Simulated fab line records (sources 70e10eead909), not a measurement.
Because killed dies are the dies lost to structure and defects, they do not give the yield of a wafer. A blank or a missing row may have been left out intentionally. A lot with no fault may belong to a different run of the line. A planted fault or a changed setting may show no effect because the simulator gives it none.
Which of the tools did it? :: flow nand harc :: 13 lots, 39 wafers sampled, at 5 steps of a route of 1302

== WHAT THE GAUGES READ, wafer by wafer ==
NHARC_THIN_TSV_CD_MEAS_16.
lot: L275
measured: day 24 01:27
on: cd sem-01
cd nm (nm): 999.9 997.6 997.8

lot: L274
measured: day 24 00:22
on: cd sem-03
cd nm (nm): 998.5 999.5 1002.5

lot: L277
measured: day 24 23:46
on: cd sem-01
cd nm (nm): 998.1 999.5 995.7

lot: L278
measured: day 25 00:58
on: cd sem-02
cd nm (nm): 999.7 1002.6 994.5

lot: L279
measured: day 25 16:01
on: cd sem-02
cd nm (nm): 1000.1 1002.1 996.3

lot: L280
measured: day 26 09:40
on: cd sem-03
cd nm (nm): 1001.7 1001.1 999.1

lot: L281
measured: day 27 01:05
on: cd sem-03
cd nm (nm): 997.0 999.7 1002.7

lot: L283
measured: day 27 13:52
on: cd sem-02
cd nm (nm): 994.9 997.5 995.2

lot: L284
measured: day 27 21:38
on: cd sem-02
cd nm (nm): 1000.6 997.0 999.3

lot: L291
measured: day 30 23:59
on: cd sem-01
cd nm (nm): 998.3 1004.4 1001.7

lot: L293
measured: day 32 03:40
on: cd sem-03
cd nm (nm): 1000.2 1002.4 997.6

lot: L294
measured: day 31 13:38
on: cd sem-02
cd nm (nm): 998.8 1000.4 1000.8

lot: L295
measured: day 32 19:43
on: cd sem-03
cd nm (nm): 1001.3 998.9 1000.8

NHARC_END_SORT_01.
lot: L280
measured: day 26 23:42
on: prober-02
defect limited yield (%): 89.5 90.0 89.1
killed at array: 66 64 66
killed at other: 0 1 3
killed at periphery: 5 3 5
killed dies: 71 68 74
killed open: 1 7 6
killed short: 3 1 1

lot: L283
measured: day 28 05:56
on: prober-01
defect limited yield (%): 91.4 90.0 81.1
killed at array: 57 66 54
killed at other: 0 0 0
killed at periphery: 1 2 74
killed dies: 58 68 128
killed open: 3 1 1
killed short: 2 2 4

lot: L284
measured: day 28 12:23
on: prober-02
defect limited yield (%): 88.2 86.3 80.6
killed at array: 73 84 50
killed at other: 1 2 2
killed at periphery: 6 7 79
killed dies: 80 93 131
killed open: 6 4 4
killed short: 3 1 3

lot: L291
measured: day 31 14:47
on: prober-02
defect limited yield (%): 84.2 85.2 86.6
killed at array: 105 98 89
killed at other: 0 0 0
killed at periphery: 2 2 2
killed dies: 107 100 91
killed open: 2 7 1
killed short: 1 1 1

lot: L293
measured: day 32 20:56
on: prober-01
defect limited yield (%): 90.4 92.0 90.8
killed at array: 62 51 58
killed at other: 0 2 0
killed at periphery: 3 1 4
killed dies: 65 54 62
killed open: 3 1 4
killed short: 3 2 6

lot: L295
measured: day 33 12:11
on: prober-02
defect limited yield (%): 96.2 94.8 95.7
killed at array: 24 32 26
killed at other: 0 0 0
killed at periphery: 2 3 3
killed dies: 26 35 29
killed open: 1 8 6
killed short: 2 3 2

== EACH LOT AND THE TOOL THAT RAN IT (in order: tool; ch and the chambers of the sampled wafers; start) ==
lot: L275
NHARC_P_BONDPAD_PVD_27: pvd sputter-03, day 6 23:54
NHARC_THIN_TSV_DEGAS_49: pvd sputter-02, day 24 03:17
NHARC_THIN_TSV_STRIP_56: plasma asher-02 ch 0,1, day 24 06:58

lot: L274
NHARC_P_BONDPAD_PVD_27: pvd sputter-01, day 7 00:43
NHARC_THIN_TSV_DEGAS_49: pvd sputter-02, day 24 02:22
NHARC_THIN_TSV_STRIP_56: plasma asher-01 ch 0,1, day 24 06:16

lot: L277
NHARC_P_BONDPAD_PVD_27: pvd sputter-02, day 8 07:46
NHARC_THIN_TSV_DEGAS_49: pvd sputter-01, day 25 01:50
NHARC_THIN_TSV_STRIP_56: plasma asher-02 ch 0,1, day 25 06:31

lot: L278
NHARC_P_BONDPAD_PVD_27: pvd sputter-02, day 8 10:35
NHARC_THIN_TSV_DEGAS_49: pvd sputter-02, day 25 03:35
NHARC_THIN_TSV_STRIP_56: plasma asher-02 ch 0,1, day 25 07:26

lot: L279
NHARC_P_BONDPAD_PVD_27: pvd sputter-02, day 8 20:06
NHARC_THIN_TSV_DEGAS_49: pvd sputter-02, day 25 17:49
NHARC_THIN_TSV_STRIP_56: plasma asher-02 ch 0,1, day 25 21:35

lot: L280
NHARC_P_BONDPAD_PVD_27: pvd sputter-03, day 9 06:05
NHARC_THIN_TSV_DEGAS_49: pvd sputter-02, day 26 11:29
NHARC_THIN_TSV_STRIP_56: plasma asher-01 ch 0,1, day 26 15:17

lot: L281
NHARC_P_BONDPAD_PVD_27: pvd sputter-02, day 9 14:13
NHARC_THIN_TSV_DEGAS_49: pvd sputter-03, day 27 02:53
NHARC_THIN_TSV_STRIP_56: plasma asher-01 ch 0,1, day 27 06:46

lot: L283
NHARC_P_BONDPAD_PVD_27: pvd sputter-03, day 10 05:22
NHARC_THIN_TSV_DEGAS_49: pvd sputter-03, day 27 15:44
NHARC_THIN_TSV_STRIP_56: plasma asher-02 ch 0,1, day 27 19:40

lot: L284
NHARC_P_BONDPAD_PVD_27: pvd sputter-03, day 10 19:06
NHARC_THIN_TSV_DEGAS_49: pvd sputter-01, day 27 23:28
NHARC_THIN_TSV_STRIP_56: plasma asher-01 ch 0,1, day 28 03:15

lot: L291
NHARC_P_BONDPAD_PVD_27: pvd sputter-01, day 14 04:33
NHARC_THIN_TSV_DEGAS_49: pvd sputter-01, day 31 01:47
NHARC_THIN_TSV_STRIP_56: plasma asher-01 ch 0,1, day 31 05:37

lot: L293
NHARC_P_BONDPAD_PVD_27: pvd sputter-03, day 14 19:28
NHARC_THIN_TSV_DEGAS_49: pvd sputter-01, day 32 05:43
NHARC_THIN_TSV_STRIP_56: plasma asher-02 ch 0,1, day 32 10:02

lot: L294
NHARC_P_BONDPAD_PVD_27: pvd sputter-01, day 14 23:07
NHARC_THIN_TSV_DEGAS_49: pvd sputter-02, day 31 15:33
NHARC_THIN_TSV_STRIP_56: plasma asher-01 ch 0,1, day 31 19:22

lot: L295
NHARC_P_BONDPAD_PVD_27: pvd sputter-01, day 15 10:47
NHARC_THIN_TSV_DEGAS_49: pvd sputter-03, day 32 21:35
NHARC_THIN_TSV_STRIP_56: plasma asher-02 ch 0,1, day 33 01:28
- NHARC_P_BONDPAD_PVD_27: deposits Cu, target thk 30 nm, time 20.49 s.
- NHARC_THIN_TSV_DEGAS_49: time 120 s.
- NHARC_THIN_TSV_STRIP_56: strips in O2.

== AS READ BY THE TOOLS THEMSELVES (means over the sampled wafers that have a number; for cases with no such wafer, the mark the record gives instead) ==
NHARC_P_BONDPAD_PVD_27.
lot: L275
tool: pvd sputter-03
throttle valve pct (%): 30.1

lot: L274
tool: pvd sputter-01
throttle valve pct (%): 30.6

lot: L277
tool: pvd sputter-02
throttle valve pct (%): 29.0

lot: L278
tool: pvd sputter-02
throttle valve pct (%): 30.2

lot: L279
tool: pvd sputter-02
throttle valve pct (%): 29.3

lot: L280
tool: pvd sputter-03
throttle valve pct (%): 30.2

lot: L281
tool: pvd sputter-02
throttle valve pct (%): 29.2

lot: L283
tool: pvd sputter-03
throttle valve pct (%): 30.4

lot: L284
tool: pvd sputter-03
throttle valve pct (%): 30.2

lot: L291
tool: pvd sputter-01
throttle valve pct (%): 30.8

lot: L293
tool: pvd sputter-03
throttle valve pct (%): 31.0

lot: L294
tool: pvd sputter-01
throttle valve pct (%): 30.7

lot: L295
tool: pvd sputter-01
throttle valve pct (%): 31.1

NHARC_THIN_TSV_DEGAS_49.
lot: L275
tool: pvd sputter-02
heater power w (W): 486

lot: L274
tool: pvd sputter-02
heater power w (W): 477

lot: L277
tool: pvd sputter-01
heater power w (W): 510

lot: L278
tool: pvd sputter-02
heater power w (W): 509

lot: L279
tool: pvd sputter-02
heater power w (W): 491

lot: L280
tool: pvd sputter-02
heater power w (W): 460

lot: L281
tool: pvd sputter-03
heater power w (W): 473

lot: L283
tool: pvd sputter-03
heater power w (W): 496

lot: L284
tool: pvd sputter-01
heater power w (W): 478

lot: L291
tool: pvd sputter-01
heater power w (W): 493

lot: L293
tool: pvd sputter-01
heater power w (W): 469

lot: L294
tool: pvd sputter-02
heater power w (W): 483

lot: L295
tool: pvd sputter-03
heater power w (W): 481

NHARC_THIN_TSV_STRIP_56.
lot: L275
tool: plasma asher-02
drypump motor current A (A): 5.5
heater power w (W): 298

lot: L274
tool: plasma asher-01
drypump motor current A (A): 5.8
heater power w (W): 364

lot: L277
tool: plasma asher-02
drypump motor current A (A): 5.5
heater power w (W): 299

lot: L278
tool: plasma asher-02
drypump motor current A (A): 5.5
heater power w (W): 296

lot: L279
tool: plasma asher-02
drypump motor current A (A): 5.5
heater power w (W): 297

lot: L280
tool: plasma asher-01
drypump motor current A (A): 5.9
heater power w (W): 368

lot: L281
tool: plasma asher-01
drypump motor current A (A): 5.8
heater power w (W): 372

lot: L283
tool: plasma asher-02
drypump motor current A (A): 5.8
heater power w (W): 308

lot: L284
tool: plasma asher-01
drypump motor current A (A): 5.9
heater power w (W): 369

lot: L291
tool: plasma asher-01
drypump motor current A (A): 5.6
heater power w (W): 360

lot: L293
tool: plasma asher-02
drypump motor current A (A): 5.8
heater power w (W): 307

lot: L294
tool: plasma asher-01
drypump motor current A (A): 5.6
heater power w (W): 360

lot: L295
tool: plasma asher-02
drypump motor current A (A): 5.5
heater power w (W): 295

== THE ANSWER, worked out from the rows above alone ==
Rule: the usual values come from the lots themselves. The widest of any qualifying gaps counts: lots, ordered by their means at a reading, are off when they make up no more than a third of the lots, leave a main group of 4 or more, and stand apart from it by 3 or more times the standard deviation of that group's means. If all means in a main group match to the digits the tables above print for the reading, that group is not used. A lot without any number at a reading at which 4 lots or more have one is off too. Where the step has rows for the other lots, those lots are counted as sound. After the gauges, taken in route order, come the tools' own readings; for these a lot's mean is taken, as printed above. At the first step where some lot is off, the reading lying furthest off is the one used; lots without a number count as furthest.
Off, at NHARC_END_SORT_01 on killed at periphery: L283, L284. Mean 3 and standard deviation 0.86 in the main group. Neither off nor sound, because the step has no rows for them: L275, L274, L277, L278, L279, L281, L294.
A tool fits if, at a process step before that reading, it ran every lot that is off, and no sound lot after the first of them. The gauges at NHARC_END_SORT_01 are tried like those tools. Not one of the candidates tried fits.

== WHAT THE SIMULATOR PUT IN ==
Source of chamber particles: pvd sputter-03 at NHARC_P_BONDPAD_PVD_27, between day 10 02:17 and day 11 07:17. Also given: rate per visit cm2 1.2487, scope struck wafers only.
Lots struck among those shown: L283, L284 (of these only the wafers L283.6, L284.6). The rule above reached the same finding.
